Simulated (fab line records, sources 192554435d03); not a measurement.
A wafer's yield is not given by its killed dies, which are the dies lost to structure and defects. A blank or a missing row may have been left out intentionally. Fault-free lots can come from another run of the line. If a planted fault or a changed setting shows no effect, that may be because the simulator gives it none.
Chamber matching || flow n5Finfet || 3 sister chambers for N5_BEOL_M11_DEP_56 on pecvd-04
The step deposits SiCN from 3MS/NH3, target thk 30 nm, time 10.5 s. 3 wafers are shown with their chamber, then 8 later ones without.

WAFERS, EACH WITH ITS CHAMBER
{"wafer": "L087.5", "chamber": 1, "showerheadPlenumPTorr (Torr)": 4.125}
{"wafer": "L087.6", "chamber": 0, "showerheadPlenumPTorr (Torr)": 4.208}
{"wafer": "L090.2", "chamber": 2, "showerheadPlenumPTorr (Torr)": 4.186}

WAFERS WHOSE CHAMBER IS MISSING
{"wafer": "L090.3", "showerheadPlenumPTorr (Torr)": 4.120}
{"wafer": "L090.4", "showerheadPlenumPTorr (Torr)": 4.213}
{"wafer": "L095.2", "showerheadPlenumPTorr (Torr)": 4.124}
{"wafer": "L095.3", "showerheadPlenumPTorr (Torr)": 4.206}
{"wafer": "L095.5", "showerheadPlenumPTorr (Torr)": 4.114}
{"wafer": "L096.1", "showerheadPlenumPTorr (Torr)": 4.189}
{"wafer": "L096.3", "showerheadPlenumPTorr (Torr)": 4.219}
{"wafer": "L096.5", "showerheadPlenumPTorr (Torr)": 4.193}

WHICH CHAMBER EACH ONE RAN IN
{"wafer": "L090.3", "from the rows above": 1, "in truth": 1}
{"wafer": "L090.4", "from the rows above": 0, "in truth": 0}
{"wafer": "L095.2", "from the rows above": 1, "in truth": 1}
{"wafer": "L095.3", "from the rows above": 0, "in truth": 0}
{"wafer": "L095.5", "from the rows above": 1, "in truth": 1}
{"wafer": "L096.1", "from the rows above": 2, "in truth": 2}
{"wafer": "L096.3", "from the rows above": 0, "in truth": 0}
{"wafer": "L096.5", "from the rows above": "can't be placed: 2 or 0", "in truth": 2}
Correct placement for 7 of the 8. Can't be placed from these rows: 1 (the true chamber is among the candidates in 1). 0 placed wrongly.
How it was worked out, from the rows above alone: a wafer's distance from a chamber is the root of the sum, over the readings, of the square of ((its reading less the chamber's mean) divided by the reading's scatter). If the next closest chamber is less than 2 further off than the closest, the wafer can't be placed; otherwise it belongs to the closest. Each chamber's mean is taken over the wafers shown for it. The scatter: root of mean squared gap, hidden wafer to nearest shown wafer, with one shown wafer a chamber.
